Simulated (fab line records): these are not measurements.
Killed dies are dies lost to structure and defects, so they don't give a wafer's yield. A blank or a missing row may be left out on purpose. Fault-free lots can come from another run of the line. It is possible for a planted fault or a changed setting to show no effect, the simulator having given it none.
fab line records	flow n5_finfet
record lots=24	wafers=72	last_day=18
route steps=1938 shown BEOL_M14@1767 BEOL_M15@1818 MIM_TOP_LITHO@1848 PASS1_CAP@1874 TV_LITHO@1884
lots that met no fault: from a run of the same line without faults
start_h: hours from the record's opening day to when the first of the lot's shown wafers began	wait_h: hours from the lot's prior step to this one	" unchanged from the row above	L1.1+2: a single row standing in for several wafers	- no value, or no start was given	* or withheld: withheld	< > ~ a bound
route shown NAME@n: a module of which the file shows steps, and the number in the route of the first	usual: the fault-free wafers' mean and standard deviation	same: alike in all rows	chamber/n: place in a boat	sites: per-site readings	_std_site: how widely they spread, as a standard deviation	_edge_site: outer sites' mean less inner sites'	radius_mm: how far each site lies from the wafer's centre	mask NAME#n: copy n	behind: the tool/chamber that last shaped the wafer	hold: what put the lot on hold/how long, in hours/how the hold closed	device: the n, p or np transistor that did not switch	end of line: the tests these same wafers got at the end of their route	a step with no rows: only its recipe	killed: the dies lost at the first sort to structure and to defects; this is not the yield of the wafer	map: the dies of a wafer, with x for killed, . for not killed, _ for no die there
set.NAME: the setting as run; set.NAME@STEP: as run at that earlier step	model.NAME: the simulator's own value behind a step, which no gauge read
a sample of lots followed through the steps of the route, with each step as a table and each wafer as a row
services: from which hour (start_h, from the record's first day; less than 0 if before it) a tool's chamber was out of use, for how many hours, and why
## steps
# step N5_BEOL_M14_CMP_49
# recipe stop_on=SiO2	t_overpolish_s=5.2	down_force_psi=2	platen_rpm=80	clearing_platen_down_force_psi=2	clearing_platen_rpm=80	post_cmp_clean=cu_alkaline	target_thk_nm=560	clearing_platen_pad_velocity_m_s=1.5917	pad_velocity_m_s=1.5917
# usual barrier_field_endpoint_s=11.5/0.34	motor_current_A=8.1/1.1	overpolish_run_s=5.199/0.0088	time_to_endpoint_s=121/5.6
lot.wafer	tool	chamber	start_h	wait_h	barrier_field_endpoint_s	motor_current_A	overpolish_run_s	time_to_endpoint_s
L074.2	cmp-03	1	247.22	0.3	11.6	8.7	5.200	126
L074.1	"	2	"	"	11.0	8.2	5.201	113
L074.5	"	0	"	"	10.9	7.6	5.205	114
L075.4	cmp-01	2	248.24	0.2	11.8	9.5	5.198	128
L075.3	"	3	"	"	12.0	10.8	5.195	128
L075.5	"	1	"	"	11.6	8.6	5.198	122
L076.3	cmp-04	0	256.09	0.2	11.7	8.0	5.189	127
L076.1	"	2	"	"	11.5	7.4	5.195	122
L076.2	"	3	"	"	11.3	7.3	5.210	119
L077.4	cmp-04	2	260.33	0.1	11.5	7.3	5.191	119
L077.3	"	1	"	"	11.4	7.1	5.195	123
L077.5	"	3	"	"	11.1	7.5	5.204	117
L078.4	cmp-03	1	275.60	0.2	11.3	8.5	5.204	123
L078.3	"	2	"	"	11.3	7.9	5.192	116
L078.1	"	3	"	"	11.5	6.7	5.185	124
L079.2	cmp-01	3	280.64	0.2	11.6	10.4	5.200	122
L079.3	"	0	"	"	11.5	8.1	5.193	123
L079.4	"	1	"	"	11.1	8.7	5.203	115
L080.2	cmp-04	3	285.81	0.2	11.0	7.5	5.188	115
L080.3	"	1	"	"	11.8	7.5	5.191	125
L080.4	"	2	"	"	11.5	7.0	5.200	116
L081.1	cmp-04	2	301.13	0.3	11.2	7.3	5.203	117
L081.3	"	0	"	"	11.8	8.3	5.192	124
L081.6	"	3	"	"	11.0	7.2	5.209	110
L082.3	cmp-04	3	307.37	0.2	11.2	7.3	5.209	114
L082.4	"	0	"	"	11.9	8.0	5.211	123
L082.1	"	2	"	"	11.7	7.6	5.194	122
L083.2	cmp-04	3	310.24	0.3	11.0	7.2	5.206	112
L083.3	"	0	"	"	11.8	7.4	5.184	125
L083.6	"	1	"	"	11.2	7.6	5.201	121
L084.3	cmp-01	1	314.00	0.2	11.1	8.4	5.199	115
L084.5	"	3	"	"	11.4	10.5	5.197	121
L084.6	"	0	"	"	11.3	8.7	5.200	119
L085.1	cmp-03	0	315.68	0.3	11.1	7.8	5.213	116
L085.2	"	2	"	"	11.2	7.9	5.196	114
L085.6	"	3	"	"	11.5	7.0	5.209	122
L086.3	cmp-04	2	330.62	0.2	11.3	7.4	5.211	118
L086.4	"	3	"	"	10.9	7.1	5.206	113
L086.5	"	1	"	"	11.5	7.0	5.207	127
L088.1	cmp-03	2	336.92	0.3	11.3	8.4	5.195	117
L088.2	"	3	"	"	11.7	6.7	5.186	122
L088.5	"	2	"	"	11.4	7.8	5.179	113
L087.3	cmp-04	0	342.09	0.2	11.3	8.0	5.211	126
L087.4	"	1	"	"	11.2	7.6	5.192	118
L087.5	"	2	"	"	11.1	7.1	5.211	115
L089.2	cmp-04	3	356.05	0.2	11.0	7.2	5.202	113
L089.5	"	2	"	"	11.0	7.4	5.194	116
L089.6	"	3	"	"	10.7	7.6	5.207	112
L090.4	cmp-01	2	359.33	0.1	11.7	9.9	5.216	124
L090.5	"	2	"	"	12.0	9.6	5.199	128
L090.6	"	3	"	"	11.8	10.9	5.198	124
L091.1	cmp-01	0	362.22	0.3	11.3	8.4	5.194	121
L091.3	"	2	"	"	11.8	9.6	5.210	122
L091.6	"	1	"	"	11.3	8.7	5.194	120
L092.2	cmp-01	1	369.61	0.2	11.7	8.8	5.210	123
L092.1	"	3	"	"	11.9	10.4	5.210	127
L092.5	"	1	"	"	11.4	8.7	5.196	115
L094.4	cmp-04	2	380.80	0.1	11.3	7.3	5.178	117
L094.2	"	0	"	"	11.5	7.7	5.203	124
L094.3	"	1	"	"	11.4	7.2	5.194	121
L095.4	cmp-01	2	381.23	0.2	11.7	9.5	5.213	130
L095.6	"	0	"	"	11.5	8.3	5.206	124
L095.5	"	1	"	"	11.5	8.7	5.194	122
L093.1	cmp-03	2	387.37	0.3	11.2	8.3	5.208	119
L093.4	"	3	"	"	11.8	6.7	5.175	131
L093.5	"	1	"	"	12.1	8.3	5.199	133
L096.1	cmp-01	3	397.19	0.3	11.7	10.0	5.199	127
L096.3	"	0	"	"	11.5	8.5	5.197	122
L096.5	"	2	"	"	11.6	10.0	5.189	128
L097.4	cmp-03	3	411.22	0.1	11.9	6.6	5.199	128
L097.2	"	1	"	"	12.2	8.5	5.183	132
L097.5	"	3	"	"	11.6	6.7	5.198	124
# step N5_BEOL_M15_PRE_CLEAN_42
# recipe gas=H2/He	time_s=30	temp_c=300
# usual heater_power_w=460/55
# same time_s=30
lot.wafer	tool	chamber	start_h	wait_h	heater_power_w
L074.1	pvd_sputter-01	-	253.00	0.0	453
L074.2	"	-	"	"	532
L074.5	"	-	"	"	420
L075.3	pvd_sputter-01	-	253.42	0.0	413
L075.4	"	-	"	"	455
L075.5	"	-	"	"	443
L076.1	pvd_sputter-03	-	260.08	0.0	461
L076.2	"	-	"	"	578
L076.3	"	-	"	"	348
L077.3	pvd_sputter-01	-	268.23	0.0	421
L077.4	"	-	"	"	436
L077.5	"	-	"	"	430
L078.1	pvd_sputter-02	-	279.67	0.0	508
L078.3	"	-	"	"	483
L078.4	"	-	"	"	444
L079.2	pvd_sputter-01	-	285.21	0.0	444
L079.3	"	-	"	"	516
L079.4	"	-	"	"	430
L080.2	pvd_sputter-02	-	293.40	0.0	463
L080.3	"	-	"	"	500
L080.4	"	-	"	"	441
L081.1	pvd_sputter-01	-	306.62	0.0	447
L081.3	"	-	"	"	531
L081.6	"	-	"	"	531
L082.1	pvd_sputter-01	-	313.18	0.0	451
L082.3	"	-	"	"	412
L082.4	"	-	"	"	437
L083.2	pvd_sputter-02	-	314.11	0.0	504
L083.3	"	-	"	"	475
L083.6	"	-	"	"	503
L084.3	pvd_sputter-01	-	319.70	0.0	460
L084.5	"	-	"	"	434
L084.6	"	-	"	"	421
L085.1	pvd_sputter-03	-	320.61	0.0	475
L085.2	"	-	"	"	460
L085.6	"	-	"	"	456
L086.3	pvd_sputter-01	-	335.22	0.0	413
L086.4	"	-	"	"	439
L086.5	"	-	"	"	416
L088.1	pvd_sputter-03	-	341.25	0.0	458
L088.2	"	-	"	"	470
L088.5	"	-	"	"	460
L087.3	pvd_sputter-03	-	347.47	0.0	471
L087.4	"	-	"	"	468
L087.5	"	-	"	"	346
L089.2	pvd_sputter-03	-	360.72	0.0	472
L089.5	"	-	"	"	575
L089.6	"	-	"	"	462
L090.4	pvd_sputter-01	-	368.26	0.0	526
L090.5	"	-	"	"	405
L090.6	"	-	"	"	426
L091.1	pvd_sputter-02	-	368.30	0.0	445
L091.3	"	-	"	"	453
L091.6	"	-	"	"	452
L092.1	pvd_sputter-01	-	376.99	0.0	530
L092.2	"	-	"	"	429
L092.5	"	-	"	"	439
L094.2	pvd_sputter-01	-	386.33	0.0	441
L094.3	"	-	"	"	526
L094.4	"	-	"	"	427
L095.4	pvd_sputter-03	-	386.87	0.0	466
L095.5	"	-	"	"	582
L095.6	"	-	"	"	348
L093.1	pvd_sputter-03	-	391.52	0.0	472
L093.4	"	-	"	"	459
L093.5	"	-	"	"	574
L096.1	pvd_sputter-02	-	406.23	0.0	460
L096.3	"	-	"	"	494
L096.5	"	-	"	"	497
L097.2	pvd_sputter-02	-	416.16	0.0	487
L097.4	"	-	"	"	460
L097.5	"	-	"	"	488
# step N5_MIM_TOP_LITHO_OVL_MEAS_11
# recipe points_per_wafer=44
# usual MIM_TOP_OVL=-1/4.4
# same points_per_wafer=44
lot.wafer	tool	chamber	start_h	wait_h	MIM_TOP_OVL[nm]
L074.1	overlay-02	0	256.96	0.0	7
L074.2	"	0	"	"	6
L074.5	"	0	"	"	-1
L075.3	overlay-01	0	257.13	0.0	0
L075.4	"	0	"	"	-7
L075.5	"	0	"	"	-2
L076.1	overlay-01	0	268.46	0.0	6
L076.2	"	0	"	"	-4
L076.3	"	0	"	"	-3
L077.3	overlay-02	0	271.91	0.0	3
L077.4	"	0	"	"	2
L077.5	"	0	"	"	-2
L078.1	overlay-01	0	288.35	0.0	4
L078.3	"	0	"	"	4
L078.4	"	0	"	"	-2
L079.2	overlay-01	0	289.47	0.0	1
L079.3	"	0	"	"	3
L079.4	"	0	"	"	-7
L080.2	overlay-01	0	300.54	0.0	3
L080.3	"	0	"	"	-10
L080.4	"	0	"	"	-2
L081.1	overlay-02	0	313.88	0.0	-5
L081.3	"	0	"	"	2
L081.6	"	0	"	"	-5
L082.1	overlay-02	0	319.01	0.0	5
L082.3	"	0	"	"	-2
L082.4	"	0	"	"	0
L083.2	overlay-02	0	320.87	0.0	5
L083.3	"	0	"	"	3
L083.6	"	0	"	"	5
L084.3	overlay-01	0	324.54	0.0	1
L084.5	"	0	"	"	0
L084.6	"	0	"	"	-3
L085.1	overlay-01	0	324.70	0.0	-8
L085.2	"	0	"	"	-6
L085.6	"	0	"	"	-2
L086.3	overlay-01	0	342.08	0.0	-3
L086.4	"	0	"	"	-5
L086.5	"	0	"	"	7
L088.1	overlay-02	0	347.21	0.0	4
L088.2	"	0	"	"	3
L088.5	"	0	"	"	2
L087.3	overlay-01	0	352.07	0.0	8
L087.4	"	0	"	"	0
L087.5	"	0	"	"	4
L089.2	overlay-01	0	374.26	0.0	-1
L089.5	"	0	"	"	-3
L089.6	"	0	"	"	0
L090.4	overlay-02	0	374.30	0.0	-1
L090.5	"	0	"	"	-2
L090.6	"	0	"	"	-2
L091.1	overlay-01	0	374.33	0.0	-4
L091.3	"	0	"	"	0
L091.6	"	0	"	"	-8
L092.1	overlay-02	0	381.55	0.0	-8
L092.2	"	0	"	"	-4
L092.5	"	0	"	"	0
L094.2	overlay-01	0	391.79	0.0	6
L094.3	"	0	"	"	0
L094.4	"	0	"	"	-3
L095.4	overlay-02	0	392.65	0.0	2
L095.5	"	0	"	"	-1
L095.6	"	0	"	"	-2
L093.1	overlay-01	0	396.70	0.0	3
L093.4	"	0	"	"	8
L093.5	"	0	"	"	-1
L096.1	overlay-02	0	410.67	0.0	-6
L096.3	"	0	"	"	-1
L096.5	"	0	"	"	-3
L097.2	overlay-01	0	422.10	0.0	5
L097.4	"	0	"	"	-5
L097.5	"	0	"	"	0
# step N5_MIM_TOP_LITHO_INSPECT_12
# recipe mode=adi	inspect_instrument=macro
# usual raw_defect_count=1.9/1.5
lot.wafer	tool	chamber	start_h	wait_h	raw_defect_count
L074.1	defect_inspect-02	-	256.99	0.0	1
L074.2	"	-	"	"	3
L074.5	"	-	"	"	2
L075.3	defect_inspect-02	-	257.15	0.0	3
L075.4	"	-	"	"	5
L075.5	"	-	"	"	0
L076.1	defect_inspect-02	-	268.48	0.0	0
L076.2	"	-	"	"	1
L076.3	"	-	"	"	1
L077.3	defect_inspect-02	-	271.93	0.0	5
L077.4	"	-	"	"	2
L077.5	"	-	"	"	1
L078.1	defect_inspect-02	-	288.45	0.1	3
L078.3	"	-	"	"	2
L078.4	"	-	"	"	1
L079.2	defect_inspect-02	-	289.49	0.0	1
L079.3	"	-	"	"	1
L079.4	"	-	"	"	0
L080.2	defect_inspect-02	-	300.57	0.0	1
L080.3	"	-	"	"	3
L080.4	"	-	"	"	4
L081.1	defect_inspect-02	-	313.90	0.0	4
L081.3	"	-	"	"	1
L081.6	"	-	"	"	0
L082.1	defect_inspect-01	-	319.03	0.0	3
L082.3	"	-	"	"	0
L082.4	"	-	"	"	6
L083.2	defect_inspect-01	-	320.89	0.0	1
L083.3	"	-	"	"	1
L083.6	"	-	"	"	3
L084.3	defect_inspect-01	-	324.76	0.2	2
L084.5	"	-	"	"	6
L084.6	"	-	"	"	2
L085.1	defect_inspect-01	-	324.76	0.1	2
L085.2	"	-	"	"	3
L085.6	"	-	"	"	1
L086.3	defect_inspect-02	-	342.10	0.0	4
L086.4	"	-	"	"	5
L086.5	"	-	"	"	2
L088.1	defect_inspect-02	-	347.23	0.0	1
L088.2	"	-	"	"	2
L088.5	"	-	"	"	0
L087.3	defect_inspect-01	-	352.09	0.0	3
L087.4	"	-	"	"	0
L087.5	"	-	"	"	5
L089.2	defect_inspect-02	-	374.28	0.0	2
L089.5	"	-	"	"	3
L089.6	"	-	"	"	2
L090.4	defect_inspect-01	-	374.32	0.0	3
L090.5	"	-	"	"	1
L090.6	"	-	"	"	2
L091.1	defect_inspect-02	-	374.35	0.0	1
L091.3	"	-	"	"	0
L091.6	"	-	"	"	3
L092.1	defect_inspect-01	-	381.58	0.0	1
L092.2	"	-	"	"	4
L092.5	"	-	"	"	3
L094.2	defect_inspect-01	-	391.82	0.0	1
L094.3	"	-	"	"	1
L094.4	"	-	"	"	3
L095.4	defect_inspect-01	-	392.67	0.0	2
L095.5	"	-	"	"	0
L095.6	"	-	"	"	4
L093.1	defect_inspect-02	-	396.73	0.0	1
L093.4	"	-	"	"	2
L093.5	"	-	"	"	1
L096.1	defect_inspect-02	-	410.69	0.0	0
L096.3	"	-	"	"	1
L096.5	"	-	"	"	4
L097.2	defect_inspect-01	-	422.13	0.0	2
L097.4	"	-	"	"	1
L097.5	"	-	"	"	0
# step N5_PASSIVATION_PECVD_01
# recipe material=SiNx	target_thk_a=2000	temp_c=400	precursor=SiH4/NH3/N2	pressure_torr=4.9	rf_w=1406	time_s=43.2
# usual chamber_pressure_Torr=4.900/0.011	heater_power_w=353/61	showerhead_plenum_p_Torr=8.69/0.066	throttle_valve_pct=28.0/0.83
# same time_s=43.2
lot.wafer	tool	chamber	start_h	wait_h	chamber_pressure_Torr	heater_power_w	showerhead_plenum_p_Torr	since_wet_clean_h	throttle_valve_pct
L074.1	pecvd-03	0	258.90	0.0	4.914	447	8.79	782	28.8
L074.2	"	1	"	"	4.916	288	8.71	1507	27.5
L074.5	"	0	"	"	4.912	450	8.81	-	28.9
L075.3	pecvd-01	2	259.07	0.0	4.903	343	8.68	390	28.5
L075.4	"	2	"	"	4.911	217	8.67	-	28.4
L075.5	"	1	"	"	4.907	394	8.75	-	28.4
L076.1	pecvd-01	2	273.06	0.0	4.907	220	8.69	404	28.6
L076.2	"	1	"	"	4.918	366	8.75	1883	28.1
L076.3	"	0	"	"	4.893	345	8.70	1158	28.5
L077.3	pecvd-04	2	276.76	0.0	4.895	441	8.68	227	26.2
L077.4	"	2	"	"	4.891	445	8.68	-	26.0
L077.5	"	1	"	"	4.914	284	8.55	-	27.9
L078.1	pecvd-04	1	290.53	0.0	4.901	379	8.57	1719	27.9
L078.3	"	0	"	"	4.906	355	8.64	994	28.1
L078.4	"	1	"	"	4.907	394	8.55	-	27.9
L079.2	pecvd-01	2	291.39	0.0	4.914	234	8.66	423	28.3
L079.3	"	1	"	"	4.899	343	8.74	1902	28.1
L079.4	"	2	"	"	4.896	245	8.69	-	28.6
L080.2	pecvd-03	2	302.38	0.0	4.907	289	8.77	70	27.2
L080.3	"	1	"	"	4.901	288	8.72	1550	27.3
L080.4	"	1	"	"	4.888	301	8.72	-	27.4
L081.1	pecvd-01	1	316.14	0.0	4.903	338	8.74	1926	28.0
L081.3	"	0	"	"	4.917	391	8.69	1201	28.7
L081.6	"	0	"	"	4.897	391	8.71	-	28.5
L082.1	pecvd-04	2	320.73	0.0	4.918	404	8.67	271	26.1
L082.3	"	0	"	"	4.884	328	8.64	1025	27.8
L082.4	"	2	"	"	4.916	413	8.67	-	26.2
L083.2	pecvd-03	2	323.01	0.0	4.891	342	8.75	91	26.9
L083.3	"	1	"	"	4.874	349	8.72	1571	27.5
L083.6	"	2	"	"	4.894	360	8.75	-	27.0
L084.3	pecvd-04	1	326.57	0.0	4.897	393	8.55	1755	28.0
L084.5	"	0	"	"	4.908	351	8.63	-	28.1
L084.6	"	2	"	"	4.905	460	8.68	-	26.6
L085.1	pecvd-01	1	327.19	0.0	4.893	402	8.77	1937	27.9
L085.2	"	0	"	"	4.890	344	8.69	1212	28.5
L085.6	"	0	"	"	4.909	356	8.69	-	28.5
L086.3	pecvd-01	0	343.98	0.0	4.899	308	8.70	1229	28.5
L086.4	"	0	"	"	4.892	316	8.69	-	28.6
L086.5	"	2	"	"	4.897	258	8.68	-	28.8
L088.1	pecvd-04	0	349.21	0.0	4.894	333	8.64	1053	27.9
L088.2	"	1	"	"	4.903	407	8.55	1778	27.6
L088.5	"	2	"	"	4.908	430	8.67	-	26.3
L087.3	pecvd-03	0	353.96	0.0	4.911	460	8.82	877	29.4
L087.4	"	2	"	"	4.919	382	8.76	-	27.3
L087.5	"	0	"	"	4.900	310	8.80	-	29.1
L089.2	pecvd-01	2	376.50	0.0	4.912	316	8.69	508	28.6
L089.5	"	2	"	"	4.894	321	8.68	-	29.1
L089.6	"	1	"	"	4.907	284	8.74	-	28.2
L090.4	pecvd-01	0	376.84	0.0	4.899	405	8.69	-	28.6
L090.5	"	1	"	"	4.878	389	8.72	-	28.3
L090.6	"	2	"	"	4.906	285	8.67	-	28.9
L091.1	pecvd-04	0	376.85	0.0	4.903	309	8.64	1081	28.1
L091.3	"	2	"	"	4.916	364	8.67	327	26.5
L091.6	"	2	"	"	4.899	405	8.67	-	26.6
L092.1	pecvd-04	0	383.32	0.0	4.897	233	8.62	1087	27.8
L092.2	"	1	"	"	4.897	378	8.56	1812	27.7
L092.5	"	1	"	"	4.908	378	8.54	-	27.7
L094.2	pecvd-01	2	393.71	0.0	4.893	261	8.67	525	28.7
L094.3	"	1	"	"	4.891	447	8.76	2004	27.9
L094.4	"	1	"	"	4.900	285	8.74	-	28.4
L095.4	pecvd-03	1	394.57	0.0	4.898	298	8.73	-	27.4
L095.5	"	2	"	"	4.892	331	8.76	-	27.3
L095.6	"	0	"	"	4.892	422	8.78	-	29.6
L093.1	pecvd-04	1	398.94	0.0	4.901	386	8.58	1828	27.8
L093.4	"	0	"	"	4.912	346	8.62	-	28.0
L093.5	"	2	"	"	4.890	473	8.66	-	26.7
L096.1	pecvd-03	1	412.53	0.0	4.913	382	8.69	1660	27.2
L096.3	"	0	"	"	4.894	443	8.80	935	29.5
L096.5	"	0	"	"	4.889	446	8.80	-	29.4
L097.2	pecvd-01	0	423.86	0.0	4.894	346	8.69	1309	28.5
L097.4	"	2	"	"	4.899	258	8.68	-	29.0
L097.5	"	1	"	"	4.917	425	8.74	-	28.3
# step N5_PASSIVATION_OVL_MEAS_60
# recipe points_per_wafer=44
# usual TV_OVL=-1/5
# same points_per_wafer=44
lot.wafer	tool	chamber	start_h	wait_h	TV_OVL[nm]
L074.1	overlay-01	0	259.44	0.0	4
L074.2	"	0	"	"	0
L074.5	"	0	"	"	-4
L075.3	overlay-02	0	259.64	0.0	3
L075.4	"	0	"	"	2
L075.5	"	0	"	"	4
L076.1	overlay-01	0	273.45	0.0	3
L076.2	"	0	"	"	7
L076.3	"	0	"	"	0
L077.3	overlay-02	0	277.84	0.0	-4
L077.4	"	0	"	"	-2
L077.5	"	0	"	"	1
L079.2	overlay-01	0	292.82	0.0	0
L079.3	"	0	"	"	0
L079.4	"	0	"	"	2
L078.1	overlay-01	0	293.12	0.0	-3
L078.3	"	0	"	"	-4
L078.4	"	0	"	"	-2
L080.2	overlay-01	0	302.91	0.0	-4
L080.3	"	0	"	"	-1
L080.4	"	0	"	"	1
L081.1	overlay-02	0	318.38	0.0	-4
L081.3	"	0	"	"	-4
L081.6	"	0	"	"	0
L082.1	overlay-01	0	322.87	0.0	2
L082.3	"	0	"	"	5
L082.4	"	0	"	"	-2
L083.2	overlay-01	0	323.41	0.0	2
L083.3	"	0	"	"	3
L083.6	"	0	"	"	0
L085.1	overlay-01	0	328.20	0.0	2
L085.2	"	0	"	"	0
L085.6	"	0	"	"	0
L084.3	overlay-01	0	328.61	0.0	6
L084.5	"	0	"	"	0
L084.6	"	0	"	"	-1
L086.3	overlay-01	0	345.80	0.0	4
L086.4	"	0	"	"	2
L086.5	"	0	"	"	-1
L088.1	overlay-02	0	349.95	0.0	-16
L088.2	"	0	"	"	-12
L088.5	"	0	"	"	-3
L087.3	overlay-02	0	354.48	0.0	6
L087.4	"	0	"	"	3
L087.5	"	0	"	"	8
L089.2	overlay-01	0	379.19	0.0	2
L089.5	"	0	"	"	-7
L089.6	"	0	"	"	-12
L090.4	overlay-01	0	379.22	0.0	-2
L090.5	"	0	"	"	-1
L090.6	"	0	"	"	0
L091.1	overlay-02	0	380.24	0.0	4
L091.3	"	0	"	"	4
L091.6	"	0	"	"	1
L092.1	overlay-01	0	385.15	0.0	-3
L092.2	"	0	"	"	2
L092.5	"	0	"	"	1
L094.2	overlay-02	0	395.36	0.0	2
L094.3	"	0	"	"	-6
L094.4	"	0	"	"	1
L095.4	overlay-01	0	395.52	0.0	-2
L095.5	"	0	"	"	-2
L095.6	"	0	"	"	2
L093.1	overlay-02	0	399.35	0.0	-3
L093.4	"	0	"	"	-3
L093.5	"	0	"	"	-5
L096.1	overlay-01	0	412.92	0.0	-2
L096.3	"	0	"	"	-2
L096.5	"	0	"	"	0
L097.2	overlay-02	0	424.43	0.0	-10
L097.4	"	0	"	"	-12
L097.5	"	0	"	"	-12
## services
tool	chamber	start_h	hours	kind
cmp-04	-	232.99	0.6	repair
pecvd-01	0	235.44	5.5	scheduled_down
cmp-04	-	264.32	1.6	repair
cmp-04	-	273.48	12.2	repair
pecvd-03	2	293.08	6.2	repair
cmp-04	-	293.73	0.5	repair
cmp-03	-	297.10	5.3	pm
pecvd-04	-	308.81	2.8	pm
pecvd-04	-	312.50	1.0	repair
cmp-04	-	314.30	9.5	repair
cmp-03	-	317.68	3.0	repair
pecvd-01	-	318.70	1.5	repair
cmp-01	-	322.47	3.4	repair
cmp-04	-	323.82	4.4	pm
cmp-03	-	324.00	4.0	pm
cmp-04	-	338.07	2.2	repair
cmp-03	-	347.20	8.2	pm
pecvd-01	-	353.54	0.9	repair
pecvd-03	2	354.14	3.8	repair
pecvd-03	-	380.21	3.3	repair
pecvd-01	2	382.85	2.5	repair
pecvd-01	0	395.35	2.1	scheduled_down
pvd_sputter-01	-	400.57	5.2	repair
cmp-04	-	404.91	4.0	pm
## key
fault none
